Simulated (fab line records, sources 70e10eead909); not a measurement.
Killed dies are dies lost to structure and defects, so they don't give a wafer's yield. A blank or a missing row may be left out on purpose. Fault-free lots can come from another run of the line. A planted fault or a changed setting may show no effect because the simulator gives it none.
fab line records	flow nand-harc
record: lots: 24	wafers: 72	last-day: 24
route steps=1159 shown A_CONTACT@951 A_BLC@974 A_M0@1008 A_M1@1043
lots that met no fault: from a run of the same line without faults
start-h: hours from the record's first day to the start of the lot's first wafer shown	wait-h: how many hours have passed since the lot's step before this one	" unchanged from the row above	L1.1+2: several wafers, shown together as one row	- no value present, or no start provided	* or withheld: withheld	< > ~ a bound
route shown NAME@n: names a module that has steps shown in the file, with the first one's number in the route	usual: average and standard deviation across the fault-free wafers	same: alike in all rows	chamber/n: place in a boat	sites: the reading at each site	_std_site: the standard deviation of these	_edge_site: mean of outer sites minus mean of inner sites	radius-mm: for every site, how far away it sits from the centre of the wafer	mask NAME#n: copy n	behind: the last tool/chamber to shape the wafer	hold: reason for holding the lot/hours on hold/outcome of the hold	device: which transistor (n, p or np) failed to switch	end of line: the route-end tests of the same wafers	where a step has no rows: the recipe by itself	killed: count of dies lost to structure and defects at first sort (not the wafer's yield)	map: a wafer's dies, marking killed ones x, the rest . and places with no die _
set.NAME: setting as actually run; set.NAME@STEP: the setting as run at that earlier step	model.NAME: the simulator's own value behind a step, which no gauge read
the route's steps for a sample of lots (tables are steps, rows are wafers)
services: from which hour (start-h, from the record's first day; less than 0 if before it) a tool's chamber was out of use, for how many hours, and why
== steps ==
step: NHARC_A_CONTACT_CD_MEAS_15
usual: cd-nm: 90.2/0.66
lot.wafer	tool	chamber	start-h	wait-h	cd-nm
L075.1	cd-sem-01	-	385.87	-	89.7
L075.2	"	-	"	"	90.9
L075.6	"	-	"	"	90.2
L074.1	cd-sem-01	-	386.96	-	91.3
L074.2	"	-	"	"	91.3
L074.6	"	-	"	"	91.1
L077.3	cd-sem-01	-	399.53	-	89.8
L077.4	"	-	"	"	89.7
L077.5	"	-	"	"	90.0
L078.1	cd-sem-01	-	401.34	-	90.3
L078.2	"	-	"	"	90.0
L078.5	"	-	"	"	89.6
L076.1	cd-sem-03	-	405.56	-	91.0
L076.4	"	-	"	"	89.6
L076.5	"	-	"	"	90.7
L080.1	cd-sem-01	-	413.91	-	90.8
L080.4	"	-	"	"	90.4
L080.6	"	-	"	"	91.1
L079.3	cd-sem-01	-	416.64	-	90.4
L079.5	"	-	"	"	90.3
L079.6	"	-	"	"	89.7
L083.2	cd-sem-02	-	426.20	-	91.3
L083.5	"	-	"	"	91.1
L083.6	"	-	"	"	89.9
L082.1	cd-sem-02	-	432.89	-	90.7
L082.3	"	-	"	"	90.2
L082.5	"	-	"	"	91.8
L085.1	cd-sem-02	-	440.28	-	89.4
L085.5	"	-	"	"	88.8
L085.6	"	-	"	"	90.2
L081.1	cd-sem-02	-	442.66	-	90.7
L081.2	"	-	"	"	90.7
L081.5	"	-	"	"	90.3
L084.1	cd-sem-03	-	448.95	-	90.0
L084.4	"	-	"	"	89.3
L084.5	"	-	"	"	89.3
L087.1	cd-sem-02	-	454.79	-	89.1
L087.3	"	-	"	"	89.8
L087.5	"	-	"	"	89.6
L086.1	cd-sem-03	-	456.96	-	89.7
L086.2	"	-	"	"	90.4
L086.4	"	-	"	"	89.3
L089.4	cd-sem-02	-	466.84	-	89.4
L089.5	"	-	"	"	90.0
L089.6	"	-	"	"	89.5
L088.2	cd-sem-01	-	475.99	-	90.6
L088.4	"	-	"	"	91.3
L088.6	"	-	"	"	90.8
L090.2	cd-sem-03	-	481.16	-	89.0
L090.4	"	-	"	"	89.4
L090.6	"	-	"	"	89.3
L091.1	cd-sem-03	-	487.90	-	89.9
L091.3	"	-	"	"	90.3
L091.6	"	-	"	"	90.0
L093.1	cd-sem-01	-	491.13	-	89.9
L093.2	"	-	"	"	90.1
L093.3	"	-	"	"	89.8
L092.1	cd-sem-01	-	494.16	-	90.7
L092.3	"	-	"	"	90.3
L092.5	"	-	"	"	89.8
L095.3	cd-sem-01	-	499.83	-	90.6
L095.5	"	-	"	"	91.1
L095.6	"	-	"	"	90.5
L094.3	cd-sem-02	-	501.53	-	90.2
L094.4	"	-	"	"	90.0
L094.6	"	-	"	"	89.8
L097.1	cd-sem-03	-	512.50	-	90.6
L097.2	"	-	"	"	89.9
L097.6	"	-	"	"	91.0
L096.1	cd-sem-03	-	518.16	-	90.5
L096.4	"	-	"	"	89.8
L096.6	"	-	"	"	90.1
step: NHARC_A_BLC_CD_MEAS_10
recipe: target-cd-nm: 100	landing-energy-ev: 500
usual: cd-nm: 99.5/0.6
lot.wafer	tool	chamber	start-h	wait-h	cd-nm
L075.1	cd-sem-02	0	396.54	-	99.4
L075.2	"	0	"	"	99.1
L075.6	"	0	"	"	99.4
L074.1	cd-sem-02	0	397.94	-	101.3
L074.2	"	0	"	"	100.9
L074.6	"	0	"	"	100.8
L077.3	cd-sem-02	0	406.93	-	100.0
L077.4	"	0	"	"	99.6
L077.5	"	0	"	"	100.0
L078.1	cd-sem-01	0	407.08	-	100.4
L078.2	"	0	"	"	100.2
L078.5	"	0	"	"	100.0
L076.1	cd-sem-02	0	410.90	-	99.1
L076.4	"	0	"	"	99.2
L076.5	"	0	"	"	99.6
L080.1	cd-sem-02	0	423.11	-	100.4
L080.4	"	0	"	"	99.9
L080.6	"	0	"	"	99.7
L079.3	cd-sem-03	0	423.28	-	99.5
L079.5	"	0	"	"	99.2
L079.6	"	0	"	"	99.4
L083.2	cd-sem-03	0	429.36	-	100.1
L083.5	"	0	"	"	99.2
L083.6	"	0	"	"	100.4
L082.1	cd-sem-02	0	440.77	-	99.8
L082.3	"	0	"	"	98.9
L082.5	"	0	"	"	99.2
L085.1	cd-sem-03	0	445.93	-	98.5
L085.5	"	0	"	"	98.9
L085.6	"	0	"	"	98.8
L081.1	cd-sem-03	0	452.64	-	99.2
L081.2	"	0	"	"	99.5
L081.5	"	0	"	"	99.7
L084.1	cd-sem-01	0	458.38	-	99.1
L084.4	"	0	"	"	99.7
L084.5	"	0	"	"	99.7
L087.1	cd-sem-03	0	459.00	-	99.5
L087.3	"	0	"	"	100.4
L087.5	"	0	"	"	98.9
L086.1	cd-sem-02	0	459.76	-	98.2
L086.2	"	0	"	"	99.1
L086.4	"	0	"	"	98.7
L089.4	cd-sem-03	0	471.61	-	99.8
L089.5	"	0	"	"	99.3
L089.6	"	0	"	"	100.1
L088.2	cd-sem-01	0	479.30	-	100.2
L088.4	"	0	"	"	99.4
L088.6	"	0	"	"	99.3
L090.2	cd-sem-03	0	484.17	-	99.2
L090.4	"	0	"	"	99.0
L090.6	"	0	"	"	99.1
L091.1	cd-sem-02	0	490.89	-	100.5
L091.3	"	0	"	"	99.6
L091.6	"	0	"	"	100.6
L093.1	cd-sem-01	0	497.80	-	99.5
L093.2	"	0	"	"	100.2
L093.3	"	0	"	"	100.1
L092.1	cd-sem-01	0	498.87	-	98.2
L092.3	"	0	"	"	99.0
L092.5	"	0	"	"	98.9
L095.3	cd-sem-02	0	502.71	-	98.7
L095.5	"	0	"	"	99.0
L095.6	"	0	"	"	99.4
L094.3	cd-sem-02	0	504.51	-	99.8
L094.4	"	0	"	"	99.8
L094.6	"	0	"	"	99.7
L097.1	cd-sem-03	0	516.07	-	99.2
L097.2	"	0	"	"	99.5
L097.6	"	0	"	"	99.8
L096.1	cd-sem-03	0	521.67	-	99.7
L096.4	"	0	"	"	99.1
L096.6	"	0	"	"	100.5
step: NHARC_A_BLC_ALD_23
recipe: target-thk-a: 30	pulse-time-s: 1	ald-cycles: 150	temp-c: 450	material: TiN
usual: heater-power-w: 1096/83	precursor-pulse-height-rel: 1.002/0.018
lot.wafer	tool	chamber	start-h	wait-h	heater-power-w	precursor-pulse-height-rel
L075.2	ald-metal-04	3	399.02	-	1048	1.030
L075.1	"	2	"	"	1185	0.968
L075.6	"	0	"	"	1012	1.020
L074.1	ald-metal-01	2	400.15	-	1012	0.980
L074.2	"	3	"	"	932	1.028
L074.6	"	2	"	"	1027	1.031
L077.3	ald-metal-01	1	408.93	-	1058	0.987
L077.4	"	0	"	"	1166	0.977
L077.5	"	2	"	"	1033	1.029
L078.2	ald-metal-02	0	409.13	-	1168	1.005
L078.1	"	1	"	"	1046	1.000
L078.5	"	2	"	"	1113	1.002
L076.4	ald-metal-01	2	412.96	-	1026	0.991
L076.1	"	3	"	"	949	1.019
L076.5	"	0	"	"	1162	0.989
L080.1	ald-metal-01	3	425.17	-	946	1.002
L080.4	"	0	"	"	1209	0.988
L080.6	"	2	"	"	1015	0.990
L079.3	ald-metal-02	0	425.65	-	1145	1.036
L079.5	"	3	"	"	1135	1.040
L079.6	"	0	"	"	1141	1.001
L083.2	ald-metal-02	2	431.37	-	1156	0.992
L083.6	"	2	"	"	1104	1.019
L083.5	"	3	"	"	1154	1.037
L082.3	ald-metal-02	0	442.79	-	1138	1.011
L082.1	"	3	"	"	1138	0.992
L082.5	"	1	"	"	1010	0.994
L085.1	ald-metal-01	1	448.04	-	1050	1.001
L085.5	"	1	"	"	1079	0.995
L085.6	"	2	"	"	1041	1.001
L081.1	ald-metal-04	3	454.73	-	1086	0.996
L081.2	"	0	"	"	1039	1.004
L081.5	"	1	"	"	1228	0.975
L084.4	ald-metal-04	1	460.38	-	1213	0.981
L084.1	"	2	"	"	1104	1.006
L084.5	"	2	"	"	1142	0.998
L087.3	ald-metal-02	0	461.13	-	1147	1.003
L087.1	"	3	"	"	1210	0.982
L087.5	"	1	"	"	1005	1.036
L086.1	ald-metal-02	3	461.79	-	1141	1.005
L086.4	"	0	"	"	1152	0.978
L086.2	"	1	"	"	1020	1.007
L089.4	ald-metal-01	2	474.32	-	1011	1.009
L089.5	"	3	"	"	887	0.994
L089.6	"	0	"	"	1163	0.995
L088.4	ald-metal-02	3	481.33	-	1177	1.009
L088.2	"	0	"	"	1126	0.996
L088.6	"	3	"	"	1162	0.989
L090.2	ald-metal-04	3	486.18	-	1051	1.021
L090.4	"	0	"	"	1065	1.008
L090.6	"	0	"	"	1087	0.988
L091.1	ald-metal-04	2	492.93	-	1119	1.035
L091.3	"	3	"	"	1053	1.017
L091.6	"	2	"	"	1123	0.997
L093.1	ald-metal-02	0	500.03	-	1152	0.996
L093.2	"	2	"	"	1136	1.015
L093.3	"	3	"	"	1180	1.027
L092.3	ald-metal-02	2	501.34	-	1186	0.989
L092.1	"	0	"	"	1135	1.006
L092.5	"	1	"	"	1013	1.019
L095.3	ald-metal-01	3	504.77	-	901	1.006
L095.5	"	0	"	"	1152	0.977
L095.6	"	1	"	"	1086	1.000
L094.3	ald-metal-02	0	506.59	-	1149	1.011
L094.4	"	1	"	"	999	0.999
L094.6	"	3	"	"	1176	0.996
L097.1	ald-metal-01	1	518.32	-	1119	1.038
L097.2	"	2	"	"	990	0.991
L097.6	"	3	"	"	906	0.999
L096.4	ald-metal-02	1	523.77	-	1034	1.005
L096.1	"	3	"	"	1182	1.009
L096.6	"	0	"	"	1157	0.976
step: NHARC_A_M0_ETCH_34
recipe: target-depth-a: 400	overetch-a: 120	time-s: 43.94	ion-energy-ev: 200	n2-flow-sccm: 150	h2-flow-sccm: 150	ar-flow-sccm: 0	rf-w: 400	bias-w: 150	chemistry: N2/H2
usual: drypump-motor-current-A: 5.5/0.37	mfc-ar-sccm: 0.006/0.0093	oes-product-au: 1.002/0.011	rf-vpp-V: 430.7/3	showerhead-plenum-p-Torr: 2.05/0.1	throttle-valve-pct: 14.171/0.0091
lot.wafer	tool	chamber	start-h	wait-h	drypump-motor-current-A	mfc-ar-sccm	oes-product-au	rf-hours-counter-h	rf-vpp-V	showerhead-plenum-p-Torr	throttle-valve-pct
L075.2	rie-diel-13	3	405.85	0.1	5.4	0	1.000	10	428.2	1.95	14.183
L075.1	"	2	"	"	5.4	0.029	1.008	9	434.4	2.14	14.171
L075.6	"	0	"	"	5.9	0.016	0.985	-	426.0	1.90	14.176
L074.2	rie-diel-13	1	406.29	0.1	4.8	0.003	1.009	9	429.8	1.97	14.172
L074.1	"	0	"	"	5.9	0.016	0.984	10	425.7	1.90	14.175
L074.6	"	2	"	"	5.3	0.029	0.997	-	432.7	2.14	14.167
L077.3	rie-diel-02	1	411.64	0.1	5.7	0	1.017	4	434.6	2.20	14.165
L077.4	"	2	"	"	5.6	0.008	1.000	3	431.2	2.04	14.185
L077.5	"	1	"	"	5.7	0	1.019	-	434.1	2.20	14.177
L078.2	rie-diel-13	2	411.95	0.1	5.4	0.029	1.003	10	432.7	2.14	14.175
L078.1	"	1	"	"	4.8	0.003	0.996	10	429.9	1.97	14.165
L078.5	"	3	"	"	5.4	0	0.996	-	428.2	1.95	14.161
L076.1	rie-diel-07	3	415.28	0.1	5.3	0	0.993	0	425.7	1.90	14.167
L076.4	"	0	"	"	5.0	0	0.986	0	435.2	2.08	14.161
L076.5	"	1	"	"	5.2	0	1.007	-	434.1	2.15	14.172
L080.1	rie-diel-07	1	427.50	0.1	5.2	0	1.006	1	433.6	2.15	14.183
L080.6	"	1	"	"	5.2	0	1.003	-	433.2	2.15	14.165
L080.4	"	3	"	"	5.3	0	0.979	-	426.9	1.90	14.175
L079.3	rie-diel-02	1	428.00	0.1	5.7	0	1.018	6	434.5	2.20	14.176
L079.5	"	3	"	"	5.4	0	1.002	-	432.6	2.12	14.181
L079.6	"	0	"	"	6.3	0.005	1.007	-	431.9	2.06	14.161
L083.2	rie-diel-02	0	437.82	0.1	6.3	0.005	1.007	7	430.7	2.06	14.183
L083.6	"	3	"	"	5.4	0	0.990	-	432.7	2.12	14.182
L083.5	"	0	"	"	6.3	0.005	1.000	-	430.5	2.06	14.181
L082.3	rie-diel-13	3	447.01	0.1	5.3	0	0.999	16	426.6	1.95	14.178
L082.1	"	0	"	"	5.9	0.016	0.990	16	427.5	1.90	14.163
L082.5	"	2	"	"	5.4	0.029	1.008	-	433.5	2.13	14.174
L085.1	rie-diel-02	1	454.23	0.1	5.6	0	1.008	8	434.6	2.20	14.174
L085.6	"	0	"	"	6.3	0.005	1.003	-	432.0	2.06	14.178
L085.5	"	1	"	"	5.6	0	1.022	-	434.7	2.20	14.156
L081.2	rie-diel-07	0	459.45	0.2	5.1	0	0.999	3	432.1	2.08	14.153
L081.1	"	1	"	"	5.2	0	1.025	4	434.5	2.15	14.178
L081.5	"	2	"	"	5.8	0	1.014	-	432.5	2.13	14.177
L084.4	rie-diel-13	3	462.85	0.1	5.4	0	0.995	0	427.8	1.95	14.179
L084.1	"	1	"	"	4.8	0.003	1.002	0	429.5	1.97	14.173
L084.5	"	3	"	"	5.4	0	0.997	-	428.2	1.95	14.157
L087.1	rie-diel-07	3	463.43	0.1	5.3	0	0.995	4	426.1	1.89	14.175
L087.3	"	0	"	"	5.0	0	0.989	3	432.2	2.08	14.163
L087.5	"	3	"	"	5.3	0	0.982	-	425.5	1.89	14.187
L086.1	rie-diel-13	3	464.42	0.1	5.4	0	0.993	0	427.8	1.95	14.168
L086.2	"	1	"	"	4.8	0.003	0.998	0	429.0	1.97	14.187
L086.4	"	2	"	"	5.3	0.029	0.997	0	433.0	2.13	14.174
L089.4	rie-diel-07	0	477.73	0.1	5.0	0	0.993	4	433.2	2.08	14.186
L089.6	"	3	"	"	5.3	0	0.988	-	426.2	1.89	14.155
L089.5	"	0	"	"	5.0	0	0.985	-	432.8	2.08	14.164
L088.2	rie-diel-02	3	484.00	0.6	5.4	0	0.997	10	431.2	2.12	14.171
L088.4	"	0	"	"	6.3	0.005	1.003	11	429.0	2.06	14.167
L088.6	"	2	"	"	5.7	0.008	1.017	-	430.5	2.04	14.179
L090.4	rie-diel-02	1	490.47	0.1	5.7	0	1.019	9	434.1	2.20	14.168
L090.2	"	2	"	"	5.6	0.008	1.002	9	430.1	2.04	14.166
L090.6	"	3	"	"	5.4	0	1.006	-	434.4	2.12	14.167
L091.1	rie-diel-13	3	498.86	0.1	5.4	0	0.994	3	427.8	1.95	14.184
L091.3	"	1	"	"	4.8	0.003	1.000	3	429.1	1.97	14.182
L091.6	"	2	"	"	5.4	0.029	0.986	-	432.4	2.13	14.177
L093.3	rie-diel-07	2	502.22	0.1	5.8	0	1.011	6	433.7	2.13	14.159
L093.2	"	3	"	"	5.3	0	0.988	6	425.2	1.89	14.169
L093.1	"	0	"	"	5.0	0	0.987	5	431.5	2.08	14.174
L092.3	rie-diel-07	0	503.88	0.1	5.1	0	0.988	5	432.6	2.08	14.168
L092.1	"	1	"	"	5.2	0	1.016	6	434.6	2.15	14.170
L092.5	"	3	"	"	5.3	0	0.984	-	425.8	1.89	14.172
L095.3	rie-diel-07	3	507.04	0.1	5.3	0	0.990	6	425.7	1.89	14.185
L095.5	"	1	"	"	5.2	0	1.016	-	431.7	2.15	14.171
L095.6	"	2	"	"	5.8	0	1.018	-	433.7	2.13	14.174
L094.3	rie-diel-07	1	511.06	0.1	5.2	0	1.015	7	434.7	2.15	14.177
L094.4	"	2	"	"	5.8	0	1.030	7	432.1	2.13	14.180
L094.6	"	3	"	"	5.3	0	0.994	-	426.4	1.89	14.168
L097.1	rie-diel-13	1	520.90	0.1	4.8	0.003	0.997	4	427.7	1.97	14.189
L097.2	"	2	"	"	5.4	0.029	1.003	5	432.5	2.13	14.172
L097.6	"	1	"	"	4.8	0.003	1.000	-	429.1	1.97	14.160
L096.1	rie-diel-13	1	530.01	0.1	4.8	0.003	1.008	4	429.2	1.97	14.190
L096.4	"	0	"	"	5.9	0.016	1.005	5	425.8	1.90	14.151
L096.6	"	1	"	"	4.8	0.003	1.001	-	427.6	1.97	14.167
step: NHARC_A_M0_PVD_20
recipe: target-thk-a: 50	bias-v: 168.6	power-w: 15000	chamber-pressure-pa: 0.12	time-s: 8.06	substrate-temp-c: 50	material: TaN
usual: bias-v: 168.6/1.7	throttle-valve-pct: 30.1/0.9
lot.wafer	tool	chamber	start-h	wait-h	bias-v	throttle-valve-pct
L075.1	pvd-sputter-03	-	-	-	170.4	30.2
L075.2	"	-	"	"	169.4	30.6
L075.6	"	-	"	"	169.1	31.3
L074.2	pvd-sputter-01	-	-	-	171.6	30.6
L074.1	"	-	"	"	167.6	28.5
L074.6	"	-	"	"	167.5	29.9
L077.3	pvd-sputter-03	-	-	-	169.6	30.2
L077.4	"	-	"	"	167.3	30.4
L077.5	"	-	"	"	170.1	28.3
L078.2	pvd-sputter-02	-	-	-	171.8	30.0
L078.1	"	-	"	"	165.9	30.9
L078.5	"	-	"	"	169.2	30.4
L076.1	pvd-sputter-02	-	-	-	166.5	30.5
L076.4	"	-	"	"	168.8	31.0
L076.5	"	-	"	"	169.4	30.3
L080.4	pvd-sputter-01	-	-	-	167.9	30.7
L080.1	"	-	"	"	167.0	30.3
L080.6	"	-	"	"	166.2	30.9
L079.3	pvd-sputter-03	-	-	-	167.6	30.5
L079.6	"	-	"	"	167.1	28.4
L079.5	"	-	"	"	171.7	31.1
L083.2	pvd-sputter-03	-	-	-	167.1	30.1
L083.5	"	-	"	"	166.2	28.6
L083.6	"	-	"	"	167.4	31.6
L082.1	pvd-sputter-02	-	-	-	170.1	30.2
L082.3	"	-	"	"	171.2	30.8
L082.5	"	-	"	"	167.0	30.3
L085.1	pvd-sputter-02	-	-	-	168.6	30.4
L085.6	"	-	"	"	167.7	30.8
L085.5	"	-	"	"	167.0	29.4
L081.2	pvd-sputter-02	-	-	-	168.5	30.9
L081.1	"	-	"	"	169.4	29.5
L081.5	"	-	"	"	167.4	29.1
L084.1	pvd-sputter-01	-	-	-	168.7	28.6
L084.4	"	-	"	"	168.7	30.0
L084.5	"	-	"	"	170.2	30.4
L087.1	pvd-sputter-01	-	-	-	168.8	30.3
L087.3	"	-	"	"	169.4	30.1
L087.5	"	-	"	"	167.2	28.2
L086.1	pvd-sputter-02	-	-	-	169.0	30.8
L086.2	"	-	"	"	166.4	30.9
L086.4	"	-	"	"	167.7	30.2
L089.4	pvd-sputter-02	-	-	-	167.4	29.3
L089.6	"	-	"	"	170.4	30.1
L089.5	"	-	"	"	165.9	30.5
L088.4	pvd-sputter-02	-	-	-	166.3	30.2
L088.2	"	-	"	"	168.6	30.8
L088.6	"	-	"	"	165.5	30.2
L090.2	pvd-sputter-01	-	-	-	167.0	30.2
L090.4	"	-	"	"	168.1	28.5
L090.6	"	-	"	"	167.9	30.1
L091.3	pvd-sputter-02	-	-	-	165.3	29.3
L091.1	"	-	"	"	168.6	31.0
L091.6	"	-	"	"	170.3	31.2
L093.2	pvd-sputter-03	-	-	-	169.1	30.4
L093.3	"	-	"	"	168.5	30.6
L093.1	"	-	"	"	168.8	30.5
L092.3	pvd-sputter-03	-	-	-	164.3	30.3
L092.1	"	-	"	"	167.3	28.1
L092.5	"	-	"	"	169.6	30.2
L095.3	pvd-sputter-03	-	-	-	167.9	30.3
L095.6	"	-	"	"	172.8	30.7
L095.5	"	-	"	"	167.6	30.2
L094.3	pvd-sputter-03	-	-	-	168.9	30.5
L094.4	"	-	"	"	171.7	30.4
L094.6	"	-	"	"	170.8	30.3
L097.2	pvd-sputter-02	-	-	-	169.9	29.1
L097.1	"	-	"	"	168.4	30.5
L097.6	"	-	"	"	170.1	29.2
L096.4	pvd-sputter-03	-	-	-	166.0	30.6
L096.1	"	-	"	"	168.7	30.2
L096.6	"	-	"	"	169.0	30.6
step: NHARC_A_M1_STRIP_18
recipe: power-w: 1000	n2-flow-sccm: 150	h2-flow-sccm: 150	ar-flow-sccm: 0	bias-w: 0	chemistry: N2/H2
usual: drypump-motor-current-A: 5.5/0.31	mfc-ar-sccm: 0.008/0.012	oes-product-au: 1.002/0.011	rf-vpp-V: 90.8/0.99	showerhead-plenum-p-Torr: 2.05/0.085	throttle-valve-pct: 14.170/0.0096
lot.wafer	tool	chamber	start-h	wait-h	drypump-motor-current-A	mfc-ar-sccm	oes-product-au	rf-hours-counter-h	rf-vpp-V	showerhead-plenum-p-Torr	throttle-valve-pct
L074.1	rie-diel-11	3	417.40	0.1	5.1	0.023	0.986	1	92.4	2.07	14.163
L074.2	"	2	"	"	5.6	0	1.019	1	90.5	2.12	14.165
L074.6	"	0	"	"	5.8	0.005	1.015	-	91.4	2.01	14.185
L075.2	rie-diel-11	0	417.60	0.1	5.8	0.005	0.999	1	91.1	2.01	14.168
L075.1	"	1	"	"	5.5	0	1.016	1	89.4	1.90	14.170
L075.6	"	1	"	"	5.5	0	1.010	-	89.6	1.90	14.172
L077.3	rie-diel-04	3	417.75	0.1	6.4	0.010	0.994	8	92.2	2.13	14.155
L077.4	"	2	"	"	5.5	0	1.006	8	90.6	2.07	14.184
L077.5	"	3	"	"	6.4	0.010	0.982	-	92.0	2.13	14.162
L078.1	rie-diel-11	2	417.91	0.1	5.6	0	1.013	1	90.9	2.12	14.166
L078.2	"	3	"	"	5.1	0.023	0.990	1	90.9	2.07	14.160
L078.5	"	1	"	"	5.5	0	1.030	-	89.7	1.90	14.180
L076.4	rie-diel-10	0	419.63	0.1	5.5	0	1.006	3	89.7	2.00	14.172
L076.1	"	1	"	"	5.2	0	1.017	4	92.1	2.15	14.179
L076.5	"	0	"	"	5.5	0	1.006	-	89.6	2.00	14.182
L080.4	rie-diel-11	2	431.98	0.1	5.6	0	1.005	1	91.9	2.12	14.170
L080.1	"	1	"	"	5.5	0	1.013	1	89.2	1.90	14.173
L080.6	"	3	"	"	5.1	0.023	0.986	-	91.0	2.07	14.158
L079.3	rie-diel-10	0	433.19	0.1	5.5	0	1.005	4	90.0	2.00	14.158
L079.5	"	2	"	"	5.3	0.028	1.001	-	90.7	2.00	14.160
L079.6	"	3	"	"	5.5	0	1.023	-	91.0	1.96	14.167
L083.2	rie-diel-11	0	442.14	0.1	5.8	0.005	1.004	2	89.4	2.01	14.150
L083.6	"	2	"	"	5.6	0	1.002	-	91.0	2.12	14.174
L083.5	"	3	"	"	5.1	0.023	0.985	-	90.3	2.07	14.166
L082.1	rie-diel-10	2	452.24	0.1	5.3	0.028	0.989	5	91.0	2.00	14.172
L082.3	"	0	"	"	5.5	0	0.992	5	91.1	2.00	14.165
L082.5	"	3	"	"	5.5	0	1.015	-	89.3	1.96	14.165
L085.1	rie-diel-10	3	458.74	0.1	5.5	0	1.010	4	90.1	1.96	14.179
L085.6	"	3	"	"	5.5	0	1.010	-	91.9	1.96	14.177
L085.5	"	0	"	"	5.5	0	0.997	-	89.8	2.00	14.177
L081.2	rie-diel-04	1	463.80	0.1	5.9	0	0.991	11	91.5	2.19	14.185
L081.1	"	2	"	"	5.5	0	1.013	12	89.4	2.07	14.167
L081.5	"	2	"	"	5.5	0	1.015	-	90.9	2.07	14.157
L084.4	rie-diel-11	0	467.22	0.1	5.8	0.005	1.012	2	90.3	2.01	14.180
L084.1	"	2	"	"	5.6	0	1.011	2	91.1	2.12	14.163
L084.5	"	3	"	"	5.1	0.023	0.993	-	92.0	2.07	14.184
L087.1	rie-diel-11	2	467.76	0.1	5.6	0	1.006	2	92.3	2.12	14.158
L087.3	"	3	"	"	5.0	0.023	0.992	3	91.9	2.07	14.168
L087.5	"	2	"	"	5.6	0	1.004	-	92.7	2.12	14.171
L086.4	rie-diel-10	0	468.79	0.1	5.5	0	0.991	7	90.3	2.00	14.168
L086.1	"	1	"	"	5.1	0	1.016	7	91.8	2.15	14.168
L086.2	"	2	"	"	5.3	0.028	0.991	6	91.9	2.00	14.179
L089.4	rie-diel-04	0	482.19	0.1	5.6	0.038	1.003	1	90.4	2.16	14.189
L089.6	"	1	"	"	5.9	0	0.998	-	91.1	2.19	14.171
L089.5	"	2	"	"	5.5	0	1.000	-	91.9	2.07	14.165
L088.2	rie-diel-11	3	488.93	0.1	5.0	0.023	0.979	3	89.7	2.07	14.175
L088.4	"	1	"	"	5.5	0	1.012	3	89.4	1.90	14.173
L088.6	"	3	"	"	5.1	0.023	0.979	-	90.7	2.07	14.172
L090.4	rie-diel-04	2	495.03	0.1	5.5	0	1.003	1	91.1	2.07	14.157
L090.2	"	3	"	"	6.4	0.010	0.984	1	92.2	2.13	14.175
L090.6	"	2	"	"	5.5	0	0.992	-	90.2	2.07	14.150
L091.3	rie-diel-11	1	503.28	0.1	5.5	0	1.008	3	90.2	1.90	14.161
L091.1	"	2	"	"	5.6	0	1.013	3	90.7	2.12	14.166
L091.6	"	0	"	"	5.8	0.005	0.996	-	90.9	2.01	14.176
L093.1	rie-diel-10	1	506.53	0.1	5.2	0	1.020	11	91.1	2.15	14.161
L093.3	"	2	"	"	5.3	0.028	0.982	11	91.1	2.00	14.164
L093.2	"	3	"	"	5.5	0	1.020	10	91.2	1.95	14.165
L092.3	rie-diel-10	0	508.53	0.1	5.5	0	0.995	11	89.8	2.00	14.170
L092.1	"	3	"	"	5.5	0	1.009	10	90.3	1.95	14.179
L092.5	"	1	"	"	5.1	0	1.019	-	89.9	2.15	14.172
L095.3	rie-diel-10	0	511.48	0.1	5.5	0	0.997	12	89.9	2.00	14.185
L095.5	"	0	"	"	5.5	0	1.001	-	89.1	2.00	14.181
L095.6	"	1	"	"	5.1	0	1.012	-	91.8	2.15	14.159
L094.4	rie-diel-04	3	515.54	0.1	6.4	0.010	0.995	2	90.2	2.13	14.183
L094.3	"	1	"	"	6.0	0	0.997	2	91.4	2.19	14.174
L094.6	"	3	"	"	6.4	0.010	0.990	-	90.3	2.13	14.163
L097.1	rie-diel-04	1	525.99	0.1	6.0	0	1.003	3	91.8	2.19	14.157
L097.2	"	3	"	"	6.4	0.010	0.993	3	92.1	2.13	14.170
L097.6	"	1	"	"	6.0	0	1.009	-	92.0	2.19	14.177
L096.1	rie-diel-11	0	534.51	0.1	5.8	0.005	1.002	4	92.1	2.01	14.175
L096.4	"	1	"	"	5.5	0	1.017	4	89.5	1.90	14.160
L096.6	"	1	"	"	5.5	0	1.017	-	90.3	1.90	14.187
== services ==
tool	chamber	start-h	hours	kind
rie-diel-11	0	375.51	-	clean
rie-diel-11	1	375.51	-	clean
rie-diel-11	2	375.51	-	clean
rie-diel-11	3	375.51	-	clean
rie-diel-07	2	384.10	8.5	repair
pvd-sputter-02	-	391.95	5.3	repair
ald-metal-01	1	396.10	6.4	repair
rie-diel-07	-	405.20	9.0	pm
ald-metal-04	-	406.00	10.0	pm
rie-diel-07	0	423.32	7.5	repair
rie-diel-10	-	426.76	0.2	repair
rie-diel-13	-	453.00	9.0	pm
pvd-sputter-03	-	458.00	10.0	pm
ald-metal-01	-	458.09	10.0	pm
rie-diel-04	3	459.29	13.3	repair
rie-diel-04	-	465.98	9.0	pm
ald-metal-04	1	470.65	5.3	repair
rie-diel-02	0	494.94	3.1	repair
rie-diel-13	1	499.79	8.0	repair
rie-diel-10	2	502.32	4.0	repair
rie-diel-02	-	504.99	9.0	pm
pvd-sputter-01	-	514.01	10.0	pm
pvd-sputter-02	-	516.20	1.8	repair
rie-diel-10	-	530.50	9.0	pm
== key ==
fault none
